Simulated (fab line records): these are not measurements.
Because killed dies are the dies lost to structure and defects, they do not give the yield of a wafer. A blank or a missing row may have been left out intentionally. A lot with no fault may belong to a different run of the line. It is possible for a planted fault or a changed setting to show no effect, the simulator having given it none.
Split-lot trial :: flow n5-finfet :: on a route of 1938 steps: 7 lots, 21 wafers read

== THE SPLIT ITSELF ==
At N5_PMOS_HMC_CHANNEL_EPI_PEB_07 (peb time 60 s), the setting peb-temp-c was moved away from the recipe's 110 C on 7 of the 21 wafers read, by -1.5% to +2.5%. This setting was run at the recipe's value on the other wafers.

== THE PATH FROM SPLIT TO READING: the file shows 1 step between them ==
- N5_PMOS_HMC_CHANNEL_EPI_DEVELOP_08: develop time 30 s

== THE READING ==
cd-nm (nm) at N5_PMOS_HMC_CHANNEL_EPI_CD_MEAS_09, where the cd target is 237.4 nm. On this fab line, fault-free wafers typically give 237.9 nm with a standard deviation of 0.86 nm.

wafer: L075.1
tool, chamber at the split: litho-track-01, 0
peb-temp-c as run, C: 110
against the recipe: recipe
cd-nm, nm: 238.5
against lot-mates on the recipe: -

wafer: L075.5
tool, chamber at the split: litho-track-01, 0
peb-temp-c as run, C: 110
against the recipe: recipe
cd-nm, nm: 238.3
against lot-mates on the recipe: -

wafer: L075.6
tool, chamber at the split: litho-track-01, 0
peb-temp-c as run, C: 110
against the recipe: recipe
cd-nm, nm: 239.2
against lot-mates on the recipe: -

wafer: L083.2
tool, chamber at the split: litho-track-04, 0
peb-temp-c as run, C: 110
against the recipe: recipe
cd-nm, nm: 238.1
against lot-mates on the recipe: -

wafer: L083.5
tool, chamber at the split: litho-track-04, 0
peb-temp-c as run, C: 111.6
against the recipe: +1.5%
cd-nm, nm: 241.9
against lot-mates on the recipe: +3.8

wafer: L083.6
tool, chamber at the split: litho-track-04, 0
peb-temp-c as run, C: 111.6
against the recipe: +1.5%
cd-nm, nm: 243.0
against lot-mates on the recipe: +4.9

wafer: L086.2
tool, chamber at the split: litho-track-03, 0
peb-temp-c as run, C: 110
against the recipe: recipe
cd-nm, nm: 237.2
against lot-mates on the recipe: -

wafer: L086.3
tool, chamber at the split: litho-track-03, 0
peb-temp-c as run, C: 111.7
against the recipe: +1.5%
cd-nm, nm: 242.3
against lot-mates on the recipe: +5.1

wafer: L086.4
tool, chamber at the split: litho-track-03, 0
peb-temp-c as run, C: 110
against the recipe: recipe
cd-nm, nm: 237.3
against lot-mates on the recipe: -

wafer: L087.1
tool, chamber at the split: litho-track-01, 0
peb-temp-c as run, C: 112.7
against the recipe: +2.5%
cd-nm, nm: 245.8
against lot-mates on the recipe: +8.0

wafer: L087.4
tool, chamber at the split: litho-track-01, 0
peb-temp-c as run, C: 110
against the recipe: recipe
cd-nm, nm: 237.8
against lot-mates on the recipe: -

wafer: L087.6
tool, chamber at the split: litho-track-01, 0
peb-temp-c as run, C: 112.7
against the recipe: +2.5%
cd-nm, nm: 245.4
against lot-mates on the recipe: +7.6

wafer: L090.1
tool, chamber at the split: litho-track-04, 0
peb-temp-c as run, C: 110
against the recipe: recipe
cd-nm, nm: 238.2
against lot-mates on the recipe: -

wafer: L090.4
tool, chamber at the split: litho-track-04, 0
peb-temp-c as run, C: 110
against the recipe: recipe
cd-nm, nm: 238.6
against lot-mates on the recipe: -

wafer: L090.5
tool, chamber at the split: litho-track-04, 0
peb-temp-c as run, C: 110
against the recipe: recipe
cd-nm, nm: 238.7
against lot-mates on the recipe: -

wafer: L091.2
tool, chamber at the split: litho-track-04, 0
peb-temp-c as run, C: 110
against the recipe: recipe
cd-nm, nm: 239.1
against lot-mates on the recipe: -

wafer: L091.4
tool, chamber at the split: litho-track-04, 0
peb-temp-c as run, C: 110
against the recipe: recipe
cd-nm, nm: 238.8
against lot-mates on the recipe: -

wafer: L091.6
tool, chamber at the split: litho-track-04, 0
peb-temp-c as run, C: 110
against the recipe: recipe
cd-nm, nm: 237.1
against lot-mates on the recipe: -

wafer: L095.1
tool, chamber at the split: litho-track-01, 0
peb-temp-c as run, C: 108.4
against the recipe: -1.5%
cd-nm, nm: 234.5
against lot-mates on the recipe: -3.7

wafer: L095.2
tool, chamber at the split: litho-track-01, 0
peb-temp-c as run, C: 110
against the recipe: recipe
cd-nm, nm: 238.2
against lot-mates on the recipe: -

wafer: L095.3
tool, chamber at the split: litho-track-01, 0
peb-temp-c as run, C: 108.4
against the recipe: -1.5%
cd-nm, nm: 233.8
against lot-mates on the recipe: -4.4

THE FIT
A straight line over all 21 wafers: cd-nm changes by +2.91 nm for each +1% of peb-temp-c; r = +0.98; the points scatter about the line by 0.61 nm.
The same after taking each lot's own level away (the mean of its wafers on the recipe; 21 wafers): +3.06 nm for each +1%; r = +0.99; scatter 0.48 nm.
The reading moves by 7.5 nm for the largest change in peb-temp-c, on that fit.
Across the lots, their own levels run from 237.25 to 238.67 nm, a range of 1.6 times the standard deviation given above.
The two slopes agree, so the slope changes little with the lot-to-lot level.
Check: with one of the wafers moved furthest among these (+2.5%) left out of the fit, the line predicts +7.43 nm for it against its lot-mates. It came out at +8 nm against them.

== ADDITIONAL SPLITS CARRIED BY THESE WAFERS ==
Note: prior to the reading, these wafers also went through further splits. Each is held against what the fit with the lots' levels taken away leaves over:
other split on the same wafers: N5_ZERO_LAYER_EXPOSE_08 dose-mj
wafers away from the commonest value: 9
r with cd-nm (lot level and that fit taken away): -0.02

other split on the same wafers: N5_ZERO_LAYER_DEVELOP_10 develop-time-s
wafers away from the commonest value: 6
r with cd-nm (lot level and that fit taken away): +0.09

== THE WHOLE CHAIN: every reading that the file lists as answering this split, in the file's order ==
step: N5_PMOS_HMC_CHANNEL_EPI_CD_MEAS_09
what it does: target cd 237.4 nm
reading: cd-nm
change (the file's fit): +3.09 nm for each +1% of the setting
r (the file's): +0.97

step: N5_PMOS_HMC_CHANNEL_EPI_DESCUM_14
what it does: chemistry O2, time 7.9 s
reading: PMOS_HMC_CHANNEL_EPI.cd-nm (the simulator's own value, which no gauge read)
change (the file's fit): +3.11 nm for each +1% of the setting
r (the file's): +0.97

step: N5_PMOS_HMC_CHANNEL_EPI_ETCH_32
what it does: etches BARC in N2/H2, stops on SiO2, target depth 85.8 nm, time 50.3 s
reading: PMOS_HMC_CHANNEL_EPI.cd-nm (the simulator's own value, which no gauge read)
change (the file's fit): +3.18 nm for each +1% of the setting
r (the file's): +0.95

== FILE'S OWN FIT ==
cd-nm changes by +3.09 nm for each +1% of peb-temp-c, r = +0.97.
